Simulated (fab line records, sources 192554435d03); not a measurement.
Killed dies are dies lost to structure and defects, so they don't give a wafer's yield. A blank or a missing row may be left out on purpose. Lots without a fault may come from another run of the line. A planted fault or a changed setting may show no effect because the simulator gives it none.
Split-lot experiment | flow n5_finfet | 7 lots, 21 wafers read, on a route of 1938 steps

THE SPLIT
At N5_BEOL_M13_EXPOSE_07 (exposes mask V12), the setting dose_mj was moved away from the recipe's 24.8 on 5 of the 21 wafers read, by -5.1% to +3.5%. The other wafers ran this setting at the recipe's value.

FROM THE SPLIT TO THE READING: what the file shows between them, 3 steps
- N5_BEOL_M13_PEB_08: peb time 90 s
- N5_BEOL_M13_DEVELOP_09: develop time 45 s
- N5_BEOL_M13_HARDBAKE_14: time 120 s

THE READING
cd_nm, in nm, at N5_BEOL_M13_CD_MEAS_10 (target cd 190 nm). Fault-free wafers of this fab line usually give 189.2 nm, standard deviation 1.4 nm.

wafer  | tool, chamber at the split | dose_mj as run | against the recipe | cd_nm, nm | against lot-mates on the recipe
L075.2 | krf_scanner-01, 0          | 23.96          | -3.4%              | 186.4     | -2.7
L075.3 | krf_scanner-01, 0          | 24.8           | recipe             | 188.8     | -
L075.5 | krf_scanner-01, 0          | 24.8           | recipe             | 189.3     | -
L085.1 | krf_scanner-01, 0          | 24.8           | recipe             | 188.5     | -
L085.4 | krf_scanner-01, 0          | 24.8           | recipe             | 187.5     | -
L085.6 | krf_scanner-01, 0          | 25.36          | +2.3%              | 191.0     | +3.0
L084.3 | krf_scanner-01, 0          | 25.68          | +3.5%              | 194.8     | +3.8
L084.5 | krf_scanner-01, 0          | 24.8           | recipe             | 191.7     | -
L084.6 | krf_scanner-01, 0          | 24.8           | recipe             | 190.4     | -
L090.3 | krf_scanner-01, 0          | 24.8           | recipe             | 190.5     | -
L090.4 | krf_scanner-01, 0          | 24.8           | recipe             | 188.6     | -
L090.5 | krf_scanner-01, 0          | 24.8           | recipe             | 189.0     | -
L096.2 | krf_scanner-02, 0          | 23.53          | -5.1%              | 183.3     | -4.3
L096.3 | krf_scanner-02, 0          | 23.53          | -5.1%              | 182.2     | -5.4
L096.5 | krf_scanner-02, 0          | 24.8           | recipe             | 187.6     | -
L093.3 | krf_scanner-02, 0          | 24.8           | recipe             | 189.3     | -
L093.4 | krf_scanner-02, 0          | 24.8           | recipe             | 188.7     | -
L093.5 | krf_scanner-02, 0          | 24.8           | recipe             | 189.3     | -
L092.1 | krf_scanner-02, 0          | 24.8           | recipe             | 188.2     | -
L092.3 | krf_scanner-02, 0          | 24.8           | recipe             | 188.8     | -
L092.4 | krf_scanner-02, 0          | 24.8           | recipe             | 188.1     | -

THE FIT
A straight line over all 21 wafers: cd_nm changes by +1.21 nm for each +1% of dose_mj; r = +0.91; the points scatter about the line by 1.1 nm.
The same after taking each lot's own level away (the mean of its wafers on the recipe; 21 wafers): +0.974 nm for each +1%; r = +0.96; scatter 0.54 nm.
On that fit, the largest move of dose_mj shifts the reading by 5 nm.
The lots' own levels span 187.60 to 191.05 nm, that is 2.5 times the standard deviation above.
So the lot-to-lot level changes the slope: the two fits differ.
Check: with one of the wafers moved furthest among these (-5.1%) left out of the fit, the line predicts -5.19 nm for it against its lot-mates. It came out at -4.3 nm against them.

OTHER SPLITS ON THESE WAFERS
These wafers also went through other splits before the reading. Each is held against what the fit with the lots' levels taken away leaves over:
other split on the same wafers     | wafers away from the commonest value | r with cd_nm (lot level and that fit taken away)
N5_BEOL_M11_HM_DEP_02 target_thk_a | 9                                    | -0.33
N5_BEOL_M11_TRENCH_ETCH_37 time_s  | 7                                    | -0.05
N5_BEOL_M11_CURE_72 time_s         | 6                                    | -0.13
N5_BEOL_M12_CMP_49 down_force_psi  | 7                                    | +0.07

THE FILE'S OWN FIT
cd_nm changes by +0.969 nm for each +1% of dose_mj, r = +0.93.
